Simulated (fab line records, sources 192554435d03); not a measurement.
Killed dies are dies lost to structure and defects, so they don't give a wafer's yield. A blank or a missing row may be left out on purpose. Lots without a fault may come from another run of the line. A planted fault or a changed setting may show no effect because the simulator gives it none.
Chamber matching | flow n5_finfet | N5_BEOL_M9_ETCH_76 on rie_diel-06: 4 sister chambers
The step etches underlayer in N2/H2, target depth 6.5 nm, time 5.2 s. 8 wafers are shown with their chamber, then 7 later ones without.

WAFERS WITH THEIR CHAMBER
wafer  | chamber | showerhead_plenum_p_Torr (Torr) | throttle_valve_pct (%)
L076.1 | 0       | 2.66                            | 18.09
L076.6 | 0       | 2.66                            | 18.10
L077.1 | 1       | 2.46                            | 18.03
L077.4 | 3       | 2.71                            | 17.72
L082.1 | 3       | 2.71                            | 17.76
L082.5 | 2       | 2.55                            | 17.97
L085.1 | 2       | 2.54                            | 17.99
L085.3 | 1       | 2.46                            | 18.07

WAFERS WITHOUT THEIR CHAMBER
wafer  | showerhead_plenum_p_Torr (Torr) | throttle_valve_pct (%)
L085.6 | 2.71                            | 17.75
L088.3 | 2.65                            | 18.12
L088.4 | 2.71                            | 17.75
L088.5 | 2.65                            | 18.12
L084.2 | 2.71                            | 17.74
L084.4 | 2.71                            | 17.76
L084.5 | 2.65                            | 18.12

WHICH CHAMBER EACH WENT THROUGH
wafer  | from the rows above | in truth
L085.6 | 3                   | 3
L088.3 | 0                   | 0
L088.4 | 3                   | 3
L088.5 | 0                   | 0
L084.2 | 3                   | 3
L084.4 | 3                   | 3
L084.5 | 0                   | 0
Placed correctly: 7 of 7. Can't be placed from these rows: 0. Placed wrongly: 0.
How it was worked out, from the rows above alone: a wafer's distance from a chamber is the root of the sum, over the readings, of the square of ((its reading less the chamber's mean) divided by the reading's scatter). The wafer belongs to the nearest chamber; if the next one is less than 2 further off, it can't be placed. A chamber's mean is the mean of its shown wafers. The scatter: the root of (the sum of the squares of (reading less its chamber's mean) over the shown wafers, divided by (wafers less chambers)).
